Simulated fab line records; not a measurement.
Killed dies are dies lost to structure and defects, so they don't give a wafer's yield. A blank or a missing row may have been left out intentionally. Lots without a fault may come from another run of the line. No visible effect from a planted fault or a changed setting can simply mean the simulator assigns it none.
The tool behind it: which one? | flow n5_finfet | 72 wafers from 24 lots sampled at 6 of the route's 1938 steps

## WHAT EACH GAUGE READ, for each wafer
N5_BEOL_M10_INSPECT_13: inspects for defects (brightfield). Usual: raw_defect_count 437, standard deviation 100.
lot  | measured     | on                | raw_defect_count | flag
L074 | day 11 13:55 | defect_inspect-02 | 442 473 318      |
L076 | day 11 19:11 | defect_inspect-01 | 332 441 435      |
L075 | day 11 19:22 | defect_inspect-01 | 484 473 424      |
L079 | day 11 21:25 | defect_inspect-02 | 436 442 458      |
L081 | day 12 04:03 | defect_inspect-02 | 484 299 514      |
L082 | day 12 04:20 | defect_inspect-01 | 373 383 284      |
L077 | day 12 04:25 | defect_inspect-01 | 334 408 418      |
L080 | day 12 07:41 | defect_inspect-02 | 490 346 287      |
L078 | day 13 08:18 | defect_inspect-01 | 417 563 438      |
L083 | day 13 16:41 | defect_inspect-02 | 411 419 292      |
L084 | day 13 16:51 | defect_inspect-02 | 360 356 291      |
L085 | day 13 16:56 | defect_inspect-02 | 426 467 404      |
L086 | day 13 17:07 | defect_inspect-02 | 433 457 449      |
L089 | day 14 16:40 | defect_inspect-01 | 498 619 476      |
L088 | day 14 17:18 | defect_inspect-02 | 772 418 413      |
L087 | day 14 19:17 | defect_inspect-01 | 401 458 479      |
L090 | day 14 20:05 | defect_inspect-02 | 259 264 261      |
L091 | day 15 07:32 | defect_inspect-01 | 391 419 450      |
L092 | day 15 12:07 | defect_inspect-02 | 495 479 454      |
L093 | day 15 15:44 | defect_inspect-02 | 492 403 459      |
L094 | day 15 20:10 | defect_inspect-02 | 685 477 626      |
L095 | day 16 03:24 | defect_inspect-02 | 319 386 436      |
L096 | day 16 18:56 | defect_inspect-01 | 531 630 490      |
L097 | day 16 18:42 | defect_inspect-01 | 458 439 486      |

N5_BEOL_M11_INSPECT_13: inspects for defects (brightfield). Usual: raw_defect_count 422, standard deviation 100.
lot  | measured     | on                | raw_defect_count | flag
L074 | day 12 01:01 | defect_inspect-01 | 251 374 253      |
L076 | day 12 04:19 | defect_inspect-02 | 320 261 309      |
L075 | day 12 04:08 | defect_inspect-01 | 453 331 361      |
L079 | day 12 04:34 | defect_inspect-01 | 352 572 408      |
L081 | day 12 13:16 | defect_inspect-02 | 461 541 423      |
L082 | day 12 11:31 | defect_inspect-01 | 319 382 280      |
L077 | day 12 13:34 | defect_inspect-01 | 377 348 436      |
L080 | day 12 15:36 | defect_inspect-02 | 391 396 583      |
L078 | day 13 17:05 | defect_inspect-01 | 459 370 484      |
L083 | day 14 03:18 | defect_inspect-01 | 303 424 330      |
L084 | day 14 01:20 | defect_inspect-02 | 436 446 537      |
L085 | day 14 03:28 | defect_inspect-01 | 502 412 561      |
L086 | day 14 02:49 | defect_inspect-01 | 281 434 315      |
L089 | day 15 00:22 | defect_inspect-01 | 331 264 418      |
L088 | day 15 00:32 | defect_inspect-01 | 401 562 482      |
L087 | day 15 03:56 | defect_inspect-02 | 355 380 513      |
L090 | day 15 06:58 | defect_inspect-01 | 470 332 602      |
L091 | day 15 20:01 | defect_inspect-01 | 465 500 632      |
L092 | day 15 20:13 | defect_inspect-01 | 425 376 420      |
L093 | day 16 03:10 | defect_inspect-02 | 420 571 435      |
L094 | day 16 03:37 | defect_inspect-02 | 700 624 593      |
L095 | day 16 13:11 | defect_inspect-01 | 377 416 262      |
L096 | day 17 03:49 | defect_inspect-01 | 486 487 431      |
L097 | day 17 03:32 | defect_inspect-01 | 500 384 514      |

## WHAT TOOL EACH LOT RAN ON (gives the tool, then ch and the chambers of the sampled wafers, and finally the start)
lot  | N5_BEOL_M8_DEP_56               | N5_BEOL_M9_ETCH_61                 | N5_BEOL_M9_STRIP_80                           | N5_BEOL_M10_SURFACE_TREAT_76
L074 | pecvd-04 ch 0,1,2, day 11 03:06 | rie_diel-05 ch 0,3, day 11 05:37   | rie_diel-04 ch 0,1,3, day 11 13:55 or earlier | pvd_sputter-02, day 11 20:45
L076 | pecvd-04 ch 0,1,2, day 11 05:28 | rie_diel-04 ch 0,1,3, day 11 08:05 | rie_diel-02 ch 0,2, day 11 19:11 or earlier   | pvd_sputter-02, day 11 21:50
L075 | pecvd-01 ch 0,1, day 11 07:23   | rie_diel-05 ch 0,3, day 11 10:49   | rie_diel-05 ch 1,2, day 11 19:22 or earlier   | pvd_sputter-01, day 11 23:58
L079 | pecvd-01 ch 1,2, day 11 09:29   | rie_diel-05 ch 1,2,3, day 11 11:40 | rie_diel-02 ch 0,2, day 11 21:25 or earlier   | pvd_sputter-01, day 12 01:05
L081 | pecvd-04 ch 0,1, day 11 13:10   | rie_diel-04 ch 1,2,3, day 11 18:19 | rie_diel-02 ch 1,2, day 12 04:03 or earlier   | pvd_sputter-03, day 12 10:32
L082 | pecvd-04 ch 1,2, day 11 17:01   | rie_diel-05 ch 1,2,3, day 11 19:28 | rie_diel-02 ch 0,1, day 12 04:20 or earlier   | pvd_sputter-02, day 12 07:44
L077 | pecvd-03 ch 0,2, day 11 18:05   | rie_diel-05 ch 1,2,3, day 11 20:13 | rie_diel-02 ch 1,2, day 12 04:25 or earlier   | pvd_sputter-03, day 12 10:04
L080 | pecvd-03 ch 1,2, day 11 23:41   | rie_diel-02 ch 1,2, day 12 01:37   | rie_diel-05 ch 0,1,2, day 12 07:41 or earlier | pvd_sputter-02, day 12 11:56
L078 | pecvd-01 ch 1,2, day 12 21:19   | rie_diel-05 ch 0,1,3, day 13 01:45 | rie_diel-02 ch 0,3, day 13 08:18 or earlier   | pvd_sputter-01, day 13 12:28
L083 | pecvd-04 ch 0,1,2, day 13 02:31 | rie_diel-02 ch 0,1,2, day 13 05:01 | rie_diel-04 ch 0,1,3, day 13 16:41 or earlier | pvd_sputter-02, day 13 23:17
L084 | pecvd-04 ch 0,1, day 13 05:41   | rie_diel-02 ch 0,1,2, day 13 08:23 | rie_diel-02 ch 2,3, day 13 16:51 or earlier   | pvd_sputter-03, day 13 22:08
L085 | pecvd-01 ch 1,2, day 13 05:57   | rie_diel-05 ch 1,2,3, day 13 08:44 | rie_diel-02 ch 1,3, day 13 16:56 or earlier   | pvd_sputter-03, day 14 00:04
L086 | pecvd-04 ch 1,2, day 13 06:13   | rie_diel-04 ch 0,1,3, day 13 08:27 | rie_diel-04 ch 0,2,3, day 13 17:07 or earlier | pvd_sputter-03, day 13 22:59
L089 | pecvd-04 ch 0,2, day 14 06:52   | rie_diel-05 ch 0,2, day 14 09:13   | rie_diel-04 ch 0,2, day 14 16:40 or earlier   | pvd_sputter-01, day 14 20:39
L088 | pecvd-04 ch 0,1,2, day 14 07:05 | rie_diel-02 ch 0,1,2, day 14 09:38 | rie_diel-04 ch 0,1,2, day 14 17:18 or earlier | pvd_sputter-01, day 14 21:01
L087 | pecvd-04 ch 0,1, day 14 07:21   | rie_diel-02 ch 0,1,2, day 14 11:14 | rie_diel-05 ch 0,1,3, day 14 19:17 or earlier | pvd_sputter-02, day 14 22:50
L090 | pecvd-01 ch 1,2, day 14 09:13   | rie_diel-05 ch 0,1,2, day 14 11:37 | rie_diel-04 ch 0,2,3, day 14 20:05 or earlier | pvd_sputter-01, day 15 02:35
L091 | pecvd-04 ch 0,1, day 14 22:46   | rie_diel-02 ch 0,3, day 15 00:55   | rie_diel-04 ch 1,2, day 15 07:32 or earlier   | pvd_sputter-02, day 15 13:55
L092 | pecvd-01 ch 0,1,2, day 15 03:32 | rie_diel-02 ch 0,3, day 15 05:31   | rie_diel-02 ch 0,1, day 15 12:07 or earlier   | pvd_sputter-01, day 15 15:11
L093 | pecvd-01 ch 0,1,2, day 15 06:17 | rie_diel-02 ch 1,3, day 15 08:42   | rie_diel-04 ch 0,1,3, day 15 15:44 or earlier | pvd_sputter-02, day 15 21:02
L094 | pecvd-01 ch 0,1, day 15 09:00   | rie_diel-04 ch 0,1,2, day 15 12:23 | rie_diel-04 ch 0,1,3, day 15 20:10 or earlier | pvd_sputter-02, day 16 00:14
L095 | pecvd-03 ch 0,1,2, day 15 15:07 | rie_diel-05 ch 0,2,3, day 15 20:11 | rie_diel-05 ch 0,2,3, day 16 03:24 or earlier | pvd_sputter-02, day 16 07:21
L096 | pecvd-01 ch 1,2, day 16 07:08   | rie_diel-02 ch 0,2, day 16 10:45   | rie_diel-02 ch 0,1,2, day 16 18:56 or earlier | pvd_sputter-01, day 16 23:37
L097 | pecvd-04 ch 0,2, day 16 07:30   | rie_diel-04 ch 2,3, day 16 10:56   | rie_diel-04 ch 0,2,3, day 16 18:42 or earlier | pvd_sputter-03, day 16 23:37
- N5_BEOL_M8_DEP_56: deposits SiCN from 3MS/NH3, target thk 10 nm, time 17.5 s.
- N5_BEOL_M9_ETCH_61: etches SiARC in CF4, target depth 39 nm, time 65 s.
- N5_BEOL_M9_STRIP_80: strips in N2/H2, time 10 s.
- N5_BEOL_M10_SURFACE_TREAT_76

## AS READ BY THE TOOLS THEMSELVES (means over the sampled wafers that have a number; for cases with no such wafer, the mark the record gives instead)
N5_BEOL_M8_DEP_56. Usual: showerhead_plenum_p_Torr 3.659 Torr, standard deviation 0.017; throttle_valve_pct 9.0 %, standard deviation 0.34.
lot  | tool     | showerhead_plenum_p_Torr (Torr) | throttle_valve_pct (%) | flag
L074 | pecvd-04 | 3.665                           | 8.9                    |
L076 | pecvd-04 | 3.665                           | 9.0                    |
L075 | pecvd-01 | 3.645                           | 9.1                    |
L079 | pecvd-01 | 3.651                           | 8.9                    |
L081 | pecvd-04 | 3.649                           | 8.8                    |
L082 | pecvd-04 | 3.658                           | 8.9                    |
L077 | pecvd-03 | 3.660                           | 8.8                    |
L080 | pecvd-03 | 3.680                           | 8.9                    |
L078 | pecvd-01 | 3.653                           | 9.2                    |
L083 | pecvd-04 | 3.666                           | 8.9                    |
L084 | pecvd-04 | 3.655                           | 8.9                    |
L085 | pecvd-01 | 3.647                           | 8.8                    |
L086 | pecvd-04 | 3.661                           | 8.9                    |
L089 | pecvd-04 | 3.676                           | 9.2                    |
L088 | pecvd-04 | 3.675                           | 8.8                    |
L087 | pecvd-04 | 3.657                           | 8.8                    |
L090 | pecvd-01 | 3.653                           | 8.9                    |
L091 | pecvd-04 | 3.655                           | 8.7                    |
L092 | pecvd-01 | 3.650                           | 9.1                    |
L093 | pecvd-01 | 3.651                           | 9.0                    |
L094 | pecvd-01 | 3.643                           | 9.1                    |
L095 | pecvd-03 | 3.664                           | 9.1                    |
L096 | pecvd-01 | 3.650                           | 8.9                    |
L097 | pecvd-04 | 3.673                           | 9.1                    |

N5_BEOL_M9_ETCH_61. Usual: chamber_pressure_mTorr 39.99 mTorr, standard deviation 0.04; drypump_motor_current_A 5.6 A, standard deviation 0.34; etch_rf_on_time_s 65.8 s, standard deviation 1.6; oes_product_au 0.68 a.u., standard deviation 0.081; rf_vpp_V 184.2 V, standard deviation 1.1; showerhead_plenum_p_Torr 2.15 Torr, standard deviation 0.069; throttle_valve_pct 15.56 %, standard deviation 0.23.
lot  | tool        | chamber_pressure_mTorr (mTorr) | drypump_motor_current_A (A) | etch_rf_on_time_s (s) | oes_product_au (a.u.) | rf_vpp_V (V) | showerhead_plenum_p_Torr (Torr) | throttle_valve_pct (%) | flag
L074 | rie_diel-05 | 40.00                          | 6.0                         | 66.2                  | 0.72                  | 185.8        | 2.22                            | 15.59                  |
L076 | rie_diel-04 | 39.98                          | 5.7                         | 67.2                  | 0.59                  | 183.5        | 2.12                            | 15.86                  |
L075 | rie_diel-05 | 39.96                          | 6.0                         | 66.0                  | 0.73                  | 185.1        | 2.22                            | 15.59                  |
L079 | rie_diel-05 | 39.98                          | 5.8                         | 65.5                  | 0.70                  | 184.4        | 2.19                            | 15.49                  |
L081 | rie_diel-04 | 40.02                          | 5.7                         | 65.8                  | 0.66                  | 184.4        | 2.12                            | 15.62                  |
L082 | rie_diel-05 | 40.02                          | 5.7                         | 65.4                  | 0.70                  | 185.1        | 2.19                            | 15.49                  |
L077 | rie_diel-05 | 40.02                          | 5.8                         | 64.3                  | 0.71                  | 184.7        | 2.19                            | 15.50                  |
L080 | rie_diel-02 | 39.99                          | 5.8                         | 65.8                  | 0.81                  | 185.5        | 2.19                            | 15.17                  |
L078 | rie_diel-05 | 40.02                          | 5.6                         | 65.1                  | 0.69                  | 184.9        | 2.19                            | 15.56                  |
L083 | rie_diel-02 | 40.03                          | 5.6                         | 66.0                  | 0.71                  | 184.4        | 2.14                            | 15.41                  |
L084 | rie_diel-02 | 39.98                          | 5.6                         | 66.0                  | 0.71                  | 183.7        | 2.14                            | 15.41                  |
L085 | rie_diel-05 | 40.00                          | 5.8                         | 64.7                  | 0.69                  | 183.8        | 2.19                            | 15.51                  |
L086 | rie_diel-04 | 40.01                          | 5.7                         | 67.0                  | 0.59                  | 184.3        | 2.12                            | 15.88                  |
L089 | rie_diel-05 | 39.97                          | 5.5                         | 65.4                  | 0.60                  | 184.1        | 2.12                            | 15.61                  |
L088 | rie_diel-02 | 39.92                          | 5.6                         | 66.6                  | 0.70                  | 184.4        | 2.13                            | 15.44                  |
L087 | rie_diel-02 | 40.01                          | 5.6                         | 66.5                  | 0.70                  | 183.9        | 2.13                            | 15.44                  |
L090 | rie_diel-05 | 39.97                          | 5.4                         | 64.6                  | 0.64                  | 184.8        | 2.14                            | 15.56                  |
L091 | rie_diel-02 | 40.03                          | 5.4                         | 65.4                  | 0.68                  | 183.2        | 2.07                            | 15.69                  |
L092 | rie_diel-02 | 40.01                          | 5.4                         | 65.7                  | 0.67                  | 183.6        | 2.06                            | 15.69                  |
L093 | rie_diel-02 | 39.99                          | 5.7                         | 65.4                  | 0.74                  | 184.1        | 2.15                            | 15.33                  |
L094 | rie_diel-04 | 39.99                          | 5.8                         | 67.1                  | 0.63                  | 184.6        | 2.14                            | 15.68                  |
L095 | rie_diel-05 | 39.94                          | 5.8                         | 65.5                  | 0.65                  | 185.1        | 2.17                            | 15.61                  |
L096 | rie_diel-02 | 40.00                          | 5.4                         | 66.7                  | 0.62                  | 183.8        | 2.08                            | 15.68                  |
L097 | rie_diel-04 | 40.00                          | 5.6                         | 64.5                  | 0.77                  | 185.6        | 2.21                            | 15.50                  |

N5_BEOL_M9_STRIP_80. Usual: chamber_pressure_mTorr 20.000 mTorr, standard deviation 0.023; drypump_motor_current_A 5.64 A, standard deviation 0.27; oes_product_au 0.81 a.u., standard deviation 0.11; rf_vpp_V 59.1 V, standard deviation 0.87; showerhead_plenum_p_Torr 2.55 Torr, standard deviation 0.091; throttle_valve_pct 23.62 %, standard deviation 0.21.
lot  | tool        | chamber_pressure_mTorr (mTorr) | drypump_motor_current_A (A) | oes_product_au (a.u.) | rf_vpp_V (V) | showerhead_plenum_p_Torr (Torr) | throttle_valve_pct (%) | flag
L074 | rie_diel-04 | 19.991                         | 5.71                        | 0.70                  | 59.9         | 2.52                            | 23.82                  |
L076 | rie_diel-02 | 20.008                         | 5.46                        | 0.79                  | 58.0         | 2.48                            | 23.60                  |
L075 | rie_diel-05 | 20.004                         | 5.35                        | 0.79                  | 58.9         | 2.55                            | 23.40                  |
L079 | rie_diel-02 | 19.995                         | 5.56                        | 0.86                  | 58.4         | 2.55                            | 23.60                  |
L081 | rie_diel-02 | 20.002                         | 5.74                        | 0.94                  | 59.1         | 2.61                            | 23.47                  |
L082 | rie_diel-02 | 20.005                         | 5.47                        | 0.80                  | 58.7         | 2.49                            | 23.46                  |
L077 | rie_diel-02 | 19.978                         | 5.78                        | 0.96                  | 59.8         | 2.62                            | 23.31                  |
L080 | rie_diel-05 | 20.005                         | 5.43                        | 0.75                  | 58.7         | 2.53                            | 23.34                  |
L078 | rie_diel-02 | 19.993                         | 5.37                        | 0.77                  | 59.2         | 2.44                            | 23.67                  |
L083 | rie_diel-04 | 20.008                         | 5.71                        | 0.69                  | 58.8         | 2.51                            | 23.85                  |
L084 | rie_diel-02 | 19.999                         | 5.54                        | 0.89                  | 59.9         | 2.52                            | 23.71                  |
L085 | rie_diel-02 | 19.990                         | 5.60                        | 0.90                  | 59.1         | 2.52                            | 23.56                  |
L086 | rie_diel-04 | 20.008                         | 5.65                        | 0.76                  | 58.3         | 2.47                            | 23.74                  |
L089 | rie_diel-04 | 20.002                         | 5.73                        | 0.76                  | 58.5         | 2.49                            | 23.74                  |
L088 | rie_diel-04 | 20.061                         | 5.81                        | 0.77                  | 58.7         | 2.54                            | 23.72                  |
L087 | rie_diel-05 | 19.993                         | 5.58                        | 0.79                  | 58.2         | 2.59                            | 23.58                  |
L090 | rie_diel-04 | 20.015                         | 5.64                        | 0.86                  | 58.3         | 2.57                            | 23.72                  |
L091 | rie_diel-04 | 19.993                         | 5.88                        | 0.76                  | 59.2         | 2.59                            | 23.72                  |
L092 | rie_diel-02 | 20.009                         | 5.49                        | 0.75                  | 59.2         | 2.48                            | 23.49                  |
L093 | rie_diel-04 | 19.996                         | 5.69                        | 0.78                  | 59.6         | 2.61                            | 23.82                  |
L094 | rie_diel-04 | 20.008                         | 5.70                        | 0.77                  | 59.0         | 2.61                            | 23.83                  |
L095 | rie_diel-05 | 19.988                         | 5.86                        | 0.76                  | 59.4         | 2.57                            | 23.49                  |
L096 | rie_diel-02 | 19.983                         | 5.62                        | 0.80                  | 58.4         | 2.53                            | 23.51                  |
L097 | rie_diel-04 | 20.000                         | 5.64                        | 0.82                  | 59.5         | 2.56                            | 23.74                  |

## THE ANSWER, worked out from the rows above alone
Rule: a lot is off if the mean of its wafers that have a number lies more than 3 standard deviations from the usual mean. Also off: a lot with no number at a reading for which 4 or more lots have one. The other lots that the step has rows for count as sound. The gauges are gone through in route order, then the tools' own readings, and for those a lot's mean is taken as printed above. The first step at which some lot is off is used, and at that step the reading that is off furthest; a lot without a number counts as furthest.
Nothing can be told from this: no lot is off at any reading shown.

## WHAT HAD BEEN PUT IN BY THE SIMULATOR
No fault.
